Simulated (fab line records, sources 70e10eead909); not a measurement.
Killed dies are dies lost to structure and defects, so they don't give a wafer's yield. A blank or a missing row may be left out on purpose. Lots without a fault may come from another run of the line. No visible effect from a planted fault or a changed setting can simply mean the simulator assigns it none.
Matching of chambers	flow nandHarc	aldMetal-01 running NHARC_A_BLC_ALD_23: 4 sister chambers
The step deposits TiN, target thk 3 nm, pulse time 1 s, ald cycles 150. 4 wafers are shown with their chamber, then 7 later ones without.

== WAFERS PAIRED WITH THEIR CHAMBERS ==
wafer	chamber	heaterPowerW (W)
L083.1	3	1206
L086.6	2	1152
L088.2	0	1041
L088.4	1	1050

== WAFERS WHOSE CHAMBER IS MISSING ==
wafer	heaterPowerW (W)
L088.5	1136
L094.1	1022
L094.2	1079
L094.4	1220
L097.1	1048
L097.4	1126
L097.5	1029

== EACH ONE'S CHAMBER ==
wafer	from the rows above	in truth
L088.5	2	2
L094.1	can't be placed: 0 or 1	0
L094.2	can't be placed: 1 or 0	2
L094.4	3	3
L097.1	can't be placed: 1 or 0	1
L097.4	2	2
L097.5	can't be placed: 0 or 1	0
Correctly placed: 3 of 7. Can't be placed from these rows: 4 (the true chamber is among the candidates in 3). Wrongly placed: 0.
How it was worked out, from the rows above alone: a wafer's distance from a chamber is the root of the sum, over the readings, of the square of ((its reading less the chamber's mean) divided by the reading's scatter). If the next closest chamber is less than 2 further off than the closest, the wafer can't be placed; otherwise it belongs to the closest. For every chamber, the mean is computed from those of its wafers that are shown. The scatter: root of mean squared gap, hidden wafer to nearest shown wafer, with one shown wafer a chamber.
